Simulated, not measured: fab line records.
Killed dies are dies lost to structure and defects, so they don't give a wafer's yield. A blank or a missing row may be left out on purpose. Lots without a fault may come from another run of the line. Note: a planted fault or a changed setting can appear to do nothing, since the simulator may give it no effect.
fab line records    flow n5_finfet
record lots=7  wafers=39
route steps=1938 shown BEOL_M6@1198 BEOL_M8@1332
start_h: start of the lot's first displayed wafer, in hours after the record's first day    wait_h: hours elapsed since this lot's preceding step    " the same as in the row above    L1.1+2: a row that stands for several wafers    - no value present, or no start provided    * or withheld: withheld    < > ~ a bound
route shown NAME@n: a module of which the file shows steps, and the number in the route of the first    usual: average and standard deviation across the fault-free wafers    same: alike in all rows    chamber/n: place in a boat    sites: the reading at each site    _std_site: the values' standard deviation    _edge_site: inner sites' mean taken away from outer sites' mean    radius_mm: for every site, how far away it sits from the centre of the wafer    mask NAME#n: copy n    behind: the most recent tool/chamber to have shaped the wafer    hold: why the lot went on hold/how many hours it stayed there/how the hold came to an end    device: transistor that didn't switch, given as n, p or np    end of line: at the end of the route, the tests of the same wafers    a step given without rows: its recipe and nothing more    killed: at the first sort, the dies lost to defects and structure; wafer yield is something else    map: a wafer's dies, marking killed ones x, the rest . and places with no die _
set.NAME: the setting the step ran with; set.NAME@STEP: the setting that earlier step ran with    model.NAME: the simulator's own value behind a step, which no gauge read
lots where settings were altered on purpose, with a table for each step and a row for each wafer
## steps
# step N5_BEOL_M6_HM_DEP_02
# recipe material=TiN  target_thk_a=200  temp_c=25  chamber_pressure_pa=0.49996
lot.wafer   tool            chamber  start_h  wait_h  set.target_thk_a  model.TiN_of_BEOL_M6_HM_DEP_02.thk_nm
L075.1      pvd_sputter-02  -        190.98   0.5     200               19.6
L075.2+4    "               -        "        "       200               20
L075.3      "               -        "        "       200               20.2
L075.5+6    "               -        "        "       200               19.8
L076.2+4+5  pvd_sputter-01  -        193.89   0.9     200               19.8
L082.1+3    pvd_sputter-01  -        233.16   2.0     200               20
L082.2+4    "               -        "        "       313.4             31.2
L082.5      "               -        "        "       200               20.2
L082.6      "               -        "        "       313.4             31.4
L091.1+3    pvd_sputter-03  -        280.22   0.0     200               20
L091.2      "               -        "        "       200               20.2
L091.4+6    "               -        "        "       318.5             31.8
L091.5      "               -        "        "       318.5             32
L094.1+3+6  pvd_sputter-01  -        297.99   0.8     270.6             27.2
L094.2+5    "               -        "        "       200               20.2
L094.4      "               -        "        "       200               19.8
L093.1      pvd_sputter-01  -        298.09   0.3     200               19.8
L093.2+5+6  "               -        "        "       200               20.4
L093.3+4    "               -        "        "       200               20.2
L096.1+4+5  pvd_sputter-03  -        317.92   1.5     200               20
L096.2+3    "               -        "        "       200               20.4
L096.6      "               -        "        "       200               20.2
# step N5_BEOL_M6_COAT_59
# recipe resist=SOC  temp_c=250  time_s=60  spin_rpm=1500  resist_thk_nm=100
# step N5_BEOL_M6_COAT_60
# recipe resist=SiARC  temp_c=220  time_s=60  spin_rpm=1500  resist_thk_nm=35
# step N5_BEOL_M6_STRIP_68
# recipe chemistry=N2/H2  temp_c=40  n2_flow_sccm=200  h2_flow_sccm=200  rf_frequency_hz=6e+07
# step N5_BEOL_M6_STRIP_67
# recipe chemistry=CF4  resist=SiARC  power_w=300  bias_power_w=75  pressure_mtorr=50  cf4_flow_sccm=150  rf_frequency_hz=6e+07
# step N5_BEOL_M6_HM_OPEN_17
# recipe chemistry=Cl2/BCl3  target_depth_a=200  overetch_a=60  target=TiN  mask_material=SOC  ion_energy_ev=150  pressure_mtorr=10  icp_w=1000  bias_w=126  Cl2_flow_sccm=53.25  bcl3_flow_sccm=21.75  Ar_flow_sccm=25
# usual oes_product_au=0.68/0.039
lot.wafer  tool          chamber  start_h  wait_h  set.target_thk_a@BEOL_M6_HM_DEP_02  oes_product_au  model.etch.depth_nm
L075.1     rie_metal-03  1        191.75   0.0     200                                 0.68            19.53
L075.2     "             0        "        "       200                                 0.65            20.09
L075.3     "             0        "        "       200                                 0.65            20.19
L075.4     "             1        "        "       200                                 0.69            20.05
L075.5     "             0        "        "       200                                 0.65            19.88
L075.6     "             1        "        "       200                                 0.69            19.9
L076.2     rie_metal-02  0        194.63   0.0     200                                 0.74            19.88
L076.4     "             1        "        "       200                                 0.68            19.82
L076.5     "             1        "        "       200                                 0.67            19.85
L082.1     rie_metal-02  1        235.26   0.0     200                                 0.67            20.09
L082.2     "             0        "        "       313.4                               0.86            25.93
L082.3     "             1        "        "       200                                 0.68            20.09
L082.4     "             0        "        "       313.4                               0.86            26
L082.5     "             0        "        "       200                                 0.74            20.19
L082.6     "             1        "        "       313.4                               0.83            28.83
L091.1     rie_metal-02  1        281.09   0.0     200                                 0.66            20.06
L091.2     "             0        "        "       200                                 0.72            20.16
L091.3     "             0        "        "       200                                 0.71            19.98
L091.4     "             1        "        "       318.5                               0.81            28.11
L091.5     "             1        "        "       318.5                               0.82            28.39
L091.6     "             0        "        "       318.5                               0.83            25.58
L094.1     rie_metal-01  0        298.85   0.0     270.6                               0.75            25.04
L094.2     "             0        "        "       200                                 0.66            20.29
L094.3     "             0        "        "       270.6                               0.75            24.99
L094.4     "             0        "        "       200                                 0.64            19.78
L094.5     "             0        "        "       200                                 0.65            20.19
L094.6     "             0        "        "       270.6                               0.75            24.91
L093.1     rie_metal-03  1        300.01   0.0     200                                 0.66            19.85
L093.2     "             0        "        "       200                                 0.64            20.31
L093.3     "             0        "        "       200                                 0.64            20.2
L093.4     "             1        "        "       200                                 0.67            20.12
L093.5     "             1        "        "       200                                 0.67            20.35
L093.6     "             0        "        "       200                                 0.64            20.33
L096.1     rie_metal-01  1        319.05   0.0     200                                 0.60            19.95
L096.2     "             0        "        "       200                                 0.65            20.35
L096.3     "             1        "        "       200                                 0.61            20.42
L096.4     "             0        "        "       200                                 0.65            20.02
L096.5     "             0        "        "       200                                 0.65            20.01
L096.6     "             1        "        "       200                                 0.61            20.2
# step N5_BEOL_M6_STRIP_19
# recipe chemistry=O2  power_w=400  temp_c=40  pressure_mtorr=30  rf_frequency_hz=6e+07  bias_power_w=0  overash_fraction=0.2  o2_flow_sccm=225
# step N5_BEOL_M6_STRIP_69
# recipe chemistry=N2/H2  temp_c=40  n2_flow_sccm=200  h2_flow_sccm=200  rf_frequency_hz=6e+07
# step N5_BEOL_M6_STRIP_73
# recipe chemistry=N2/H2  temp_c=40  n2_flow_sccm=200  h2_flow_sccm=200  rf_frequency_hz=6e+07
# step N5_BEOL_M6_VIA_ETCH_34
# recipe chemistry=C4F6/O2  target=SiCOH_lowk  target_depth_a=1263  mask_material=SOC  taper_deg=4  time_s=50.9  ion_energy_ev=250  pressure_mtorr=30  source_w=345  bias_w=185  Ar_flow_sccm=300  C4F6_flow_sccm=10  O2_flow_sccm=10
# usual oes_product_au=0.82/0.089
lot.wafer  tool         chamber  start_h  wait_h  set.target_thk_a@BEOL_M6_HM_DEP_02  oes_product_au
L075.1     rie_diel-06  1        192.69   0.0     200                                 0.66
L075.2     "            0        "        "       200                                 0.88
L075.3     "            2        "        "       200                                 0.98
L075.4     "            3        "        "       200                                 0.68
L075.5     "            2        "        "       200                                 0.98
L075.6     "            3        "        "       200                                 0.68
L076.2     rie_diel-05  0        197.82   0.0     200                                 0.87
L076.4     "            2        "        "       200                                 0.74
L076.5     "            2        "        "       200                                 0.73
L082.1     rie_diel-03  0        237.17   0.0     200                                 0.92
L082.2     "            3        "        "       313.4                               0.35
L082.3     "            1        "        "       200                                 0.88
L082.4     "            2        "        "       313.4                               0.33
L082.5     "            2        "        "       200                                 0.87
L082.6     "            3        "        "       313.4                               0.62
L091.1     rie_diel-03  3        281.90   0.0     200                                 0.88
L091.2     "            0        "        "       200                                 0.88
L091.3     "            2        "        "       200                                 0.84
L091.4     "            0        "        "       318.5                               0.39
L091.5     "            3        "        "       318.5                               0.42
L091.6     "            2        "        "       318.5                               0.32
L094.1     rie_diel-05  0        300.90   0.0     270.6                               0.64
L094.2     "            1        "        "       200                                 0.79
L094.3     "            3        "        "       270.6                               0.52
L094.4     "            2        "        "       200                                 0.71
L094.5     "            3        "        "       200                                 0.66
L094.6     "            2        "        "       270.6                               0.51
L093.1     rie_diel-06  2        301.12   0.0     200                                 0.88
L093.2     "            1        "        "       200                                 0.92
L093.3     "            0        "        "       200                                 0.83
L093.4     "            0        "        "       200                                 0.84
L093.5     "            1        "        "       200                                 0.93
L093.6     "            2        "        "       200                                 0.87
L096.1     rie_diel-06  1        321.22   0.0     200                                 0.89
L096.2     "            0        "        "       200                                 0.82
L096.3     "            2        "        "       200                                 0.85
L096.4     "            1        "        "       200                                 0.90
L096.5     "            0        "        "       200                                 0.82
L096.6     "            2        "        "       200                                 0.84
# step N5_BEOL_M6_STRIP_76
# recipe chemistry=C4F6/O2  resist=SiARC  rf_frequency_hz=6e+07
# step N5_BEOL_M6_STRIP_36
# recipe chemistry=N2/H2  power_w=450  temp_c=40  pressure_mtorr=20  rf_frequency_hz=6e+07  overash_fraction=0.3  bias_power_w=7  h2_frac=0.5  n2_flow_sccm=200  h2_flow_sccm=200
# step N5_BEOL_M6_ETCH_41
# recipe chemistry=CH3F/O2  target=SiCN  target_depth_a=297  taper_deg=2  time_s=52  ion_energy_ev=120  mask_material=TiN  pressure_mtorr=30  source_w=395  bias_w=75  Ar_flow_sccm=150  CH3F_flow_sccm=30  O2_flow_sccm=20
# step N5_BEOL_M6_STRIP_80
# recipe chemistry=N2/H2  time_s=10  power_w=450  temp_c=40  pressure_mtorr=20  rf_frequency_hz=6e+07  bias_power_w=7  n2_flow_sccm=200  h2_flow_sccm=200
# step N5_BEOL_M6_OCD_MEAS_38
# usual trench_depth_nm=93.9/2.3
lot.wafer  tool    chamber  start_h  wait_h  set.target_thk_a@BEOL_M6_HM_DEP_02  trench_depth_nm
L075.1     ocd-02  -        192.94   -       200                                 90.1
L075.2     "       -        "        "       200                                 94.7
L075.3     "       -        "        "       200                                 95.0
L075.4     "       -        "        "       200                                 91.9
L075.5     "       -        "        "       200                                 96.1
L075.6     "       -        "        "       200                                 91.7
L076.2     ocd-01  -        198.07   -       200                                 95.5
L076.4     "       -        "        "       200                                 94.2
L076.5     "       -        "        "       200                                 94.5
L082.1     ocd-02  -        237.42   -       200                                 94.2
L082.2     "       -        "        "       313.4                               0.3
L082.3     "       -        "        "       200                                 96.6
L082.4     "       -        "        "       313.4                               0
L082.5     "       -        "        "       200                                 95.9
L082.6     "       -        "        "       313.4                               41.8
L091.1     ocd-01  -        282.14   -       200                                 90.3
L091.2     "       -        "        "       200                                 93.0
L091.3     "       -        "        "       200                                 94.7
L091.4     "       -        "        "       318.5                               11.5
L091.5     "       -        "        "       318.5                               13.5
L091.6     "       -        "        "       318.5                               -
L094.1     ocd-02  -        301.14   -       270.6                               62.6
L094.2     "       -        "        "       200                                 93.1
L094.3     "       -        "        "       270.6                               57.8
L094.4     "       -        "        "       200                                 95.7
L094.5     "       -        "        "       200                                 89.7
L094.6     "       -        "        "       270.6                               52.9
L093.1     ocd-01  -        301.37   -       200                                 94.7
L093.2     "       -        "        "       200                                 92.0
L093.3     "       -        "        "       200                                 94.5
L093.4     "       -        "        "       200                                 95.5
L093.5     "       -        "        "       200                                 91.9
L093.6     "       -        "        "       200                                 94.1
L096.1     ocd-02  -        321.47   -       200                                 91.5
L096.2     "       -        "        "       200                                 95.6
L096.3     "       -        "        "       200                                 95.5
L096.4     "       -        "        "       200                                 91.9
L096.5     "       -        "        "       200                                 95.2
L096.6     "       -        "        "       200                                 95.9
# step N5_BEOL_M8_ILD_DEP_00
# recipe material=SiCOH_lowk  target_thk_a=1797.5  temp_c=300  precursor=DEMS/porogen  pressure_torr=5  rf_w=500  time_s=33.4
lot.wafer  tool      chamber  start_h  wait_h  set.time_s  model.SiCOH_lowk_of_BEOL_M8_ILD_DEP_00.thk_nm
L075.1     pecvd-04  2        204.08   0.0     33.4        174
L075.2     "         0        "        "       33.4        176.6
L075.3     "         1        "        "       33.4        182.6
L075.4     "         0        "        "       33.4        179
L075.5     "         1        "        "       33.4        184.4
L075.6     "         2        "        "       33.4        177.6
L076.2     pecvd-04  1        208.96   0.0     33.4        181.8
L076.4     "         0        "        "       33.4        180
L076.5     "         1        "        "       33.4        184.6
L082.1     pecvd-04  0        246.34   0.0     33.4        182
L082.2     "         1        "        "       33.4        179.4
L082.3     "         2        "        "       33.4        178.8
L082.4     "         1        "        "       33.4        182.8
L082.5     "         2        "        "       33.4        181
L082.6     "         0        "        "       33.4        184.4
L091.1     pecvd-04  0        294.07   0.0     33.4        176.8
L091.2     "         2        "        "       33.4        174.2
L091.3     "         2        "        "       33.4        177.4
L091.4     "         0        "        "       33.4        178.6
L091.5     "         2        "        "       33.4        178.4
L091.6     "         0        "        "       33.4        181.2
L094.1+5   pecvd-01  1,2      314.76   0.0     23.59       128.8
L094.2     "         2        "        "       33.4        179.8
L094.3     "         0        "        "       33.4        175.4
L094.4     "         1        "        "       33.4        186.4
L094.6     "         0        "        "       23.59       128.2
L093.1+2   pecvd-03  0,2      314.81   0.0     33.4        178.2
L093.3     "         1        "        "       47.96       255.2
L093.4     "         0        "        "       47.96       257.6
L093.5     "         1        "        "       33.4        182.6
L093.6     "         2        "        "       47.96       256
L096.1     pecvd-03  1        331.86   0.0     33.4        176.2
L096.2     "         0        "        "       33.4        175.8
L096.3     "         2        "        "       16.44       88.6
L096.4     "         1        "        "       16.44       90
L096.5     "         2        "        "       16.44       89.6
L096.6     "         0        "        "       33.4        181.6
# step N5_BEOL_M8_CURE_74
# recipe temp_c=385  time_s=240  ambient=He/Ar  material=SiCOH_lowk
lot.wafer  tool        chamber  start_h  wait_h  set.time_s@BEOL_M8_ILD_DEP_00  model.SiCOH_lowk_of_BEOL_M8_ILD_DEP_00.thk_nm
L075.1     uv_cure-03  2        204.14   0.0     33.4                           150
L075.2     "           2        "        "       33.4                           152.4
L075.3     "           2        "        "       33.4                           157.4
L075.4     "           2        "        "       33.4                           154.4
L075.5     "           2        "        "       33.4                           159
L075.6     "           2        "        "       33.4                           153.2
L076.2     uv_cure-03  2        209.18   0.2     33.4                           156.8
L076.4     "           2        "        "       33.4                           155.2
L076.5     "           2        "        "       33.4                           159.2
L082.1     uv_cure-01  2        246.40   0.0     33.4                           157
L082.2     "           2        "        "       33.4                           154.8
L082.3     "           2        "        "       33.4                           154.2
L082.4     "           2        "        "       33.4                           157.8
L082.5     "           2        "        "       33.4                           156.2
L082.6     "           2        "        "       33.4                           159
L091.1     uv_cure-01  2        294.16   0.1     33.4                           152.4
L091.2     "           2        "        "       33.4                           150
L091.3     "           2        "        "       33.4                           152.8
L091.4     "           2        "        "       33.4                           154
L091.5     "           2        "        "       33.4                           153.8
L091.6     "           2        "        "       33.4                           156.2
L094.1     uv_cure-03  0        314.83   0.0     23.59                          110.6
L094.2     "           0        "        "       33.4                           155.2
L094.3     "           0        "        "       33.4                           151.2
L094.4     "           0        "        "       33.4                           160.8
L094.5     "           0        "        "       23.59                          110.8
L094.6     "           0        "        "       23.59                          110.2
L093.1+2   uv_cure-02  0        315.01   0.2     33.4                           153.6
L093.3     "           0        "        "       47.96                          221
L093.4     "           0        "        "       47.96                          223.2
L093.5     "           0        "        "       33.4                           157.4
L093.6     "           0        "        "       47.96                          221.8
L096.1     uv_cure-03  2        331.92   0.0     33.4                           152
L096.2     "           2        "        "       33.4                           151.6
L096.3     "           2        "        "       16.44                          76
L096.4     "           2        "        "       16.44                          77.2
L096.5     "           2        "        "       16.44                          76.8
L096.6     "           2        "        "       33.4                           156.6
# step N5_BEOL_M8_THK_MEAS_01
# recipe reads=SiCOH_lowk_of_BEOL_M8_ILD_DEP_00
# usual M8_ILD_THK=154.6/2.2
lot.wafer  tool           chamber  start_h  wait_h  set.time_s@BEOL_M8_ILD_DEP_00  M8_ILD_THK[nm]
L075.1     film_metro-01  -        205.14   0.8     33.4                           150.0
L075.2     "              -        "        "       33.4                           152.4
L075.3     "              -        "        "       33.4                           157.5
L075.4     "              -        "        "       33.4                           154.4
L075.5     "              -        "        "       33.4                           158.9
L075.6     "              -        "        "       33.4                           153.1
L076.2     film_metro-02  -        210.01   0.7     33.4                           156.9
L076.4     "              -        "        "       33.4                           155.2
L076.5     "              -        "        "       33.4                           159.1
L082.1     film_metro-01  -        246.92   0.4     33.4                           157.0
L082.2     "              -        "        "       33.4                           154.7
L082.3     "              -        "        "       33.4                           154.2
L082.4     "              -        "        "       33.4                           157.8
L082.5     "              -        "        "       33.4                           156.1
L082.6     "              -        "        "       33.4                           158.9
L091.1     film_metro-02  -        294.67   0.4     33.4                           152.4
L091.2     "              -        "        "       33.4                           150.2
L091.3     "              -        "        "       33.4                           152.9
L091.4     "              -        "        "       33.4                           154.0
L091.5     "              -        "        "       33.4                           153.8
L091.6     "              -        "        "       33.4                           156.3
L094.1     film_metro-01  -        315.34   0.4     23.59                          110.8
L094.2     "              -        "        "       33.4                           155.0
L094.3     "              -        "        "       33.4                           151.3
L094.4     "              -        "        "       33.4                           160.8
L094.5     "              -        "        "       23.59                          110.6
L094.6     "              -        "        "       23.59                          110.2
L093.1     film_metro-02  -        315.52   0.4     33.4                           153.7
L093.2     "              -        "        "       33.4                           153.6
L093.3     "              -        "        "       47.96                          221.0
L093.4     "              -        "        "       47.96                          223.2
L093.5     "              -        "        "       33.4                           157.4
L093.6     "              -        "        "       47.96                          221.9
L096.1     film_metro-02  -        332.43   0.4     33.4                           152.0
L096.2     "              -        "        "       33.4                           151.6
L096.3     "              -        "        "       16.44                          76.1
L096.4     "              -        "        "       16.44                          77.2
L096.5     "              -        "        "       16.44                          76.8
L096.6     "              -        "        "       33.4                           156.7
## key
split step=N5_BEOL_M6_HM_DEP_02  setting=target_thk_a  stated=200  by=wafer
response step=N5_BEOL_M6_HM_DEP_02  reading=model.TiN_of_BEOL_M6_HM_DEP_02.thk_nm  change=+0.199  per=1%  r=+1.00
response step=N5_BEOL_M6_HM_OPEN_17  reading=oes_product_au  change=+0.00248  per=1%  r=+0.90
response step=N5_BEOL_M6_HM_OPEN_17  reading=model.etch.depth_nm  change=+0.124  per=1%  r=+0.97
response step=N5_BEOL_M6_VIA_ETCH_34  reading=oes_product_au  change=-0.00757  per=1%  r=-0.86
response step=N5_BEOL_M6_OCD_MEAS_38  reading=trench_depth_nm  change=-1.33  per=1%  r=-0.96
split step=N5_BEOL_M8_ILD_DEP_00  setting=time_s  stated=33.4  by=wafer
response step=N5_BEOL_M8_ILD_DEP_00  reading=model.SiCOH_lowk_of_BEOL_M8_ILD_DEP_00.thk_nm  change=+1.75  per=1%  r=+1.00
response step=N5_BEOL_M8_CURE_74  reading=model.SiCOH_lowk_of_BEOL_M8_ILD_DEP_00.thk_nm  change=+1.53  per=1%  r=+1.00
response step=N5_BEOL_M8_THK_MEAS_01  reading=M8_ILD_THK  change=+1.52  per=1%  r=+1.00
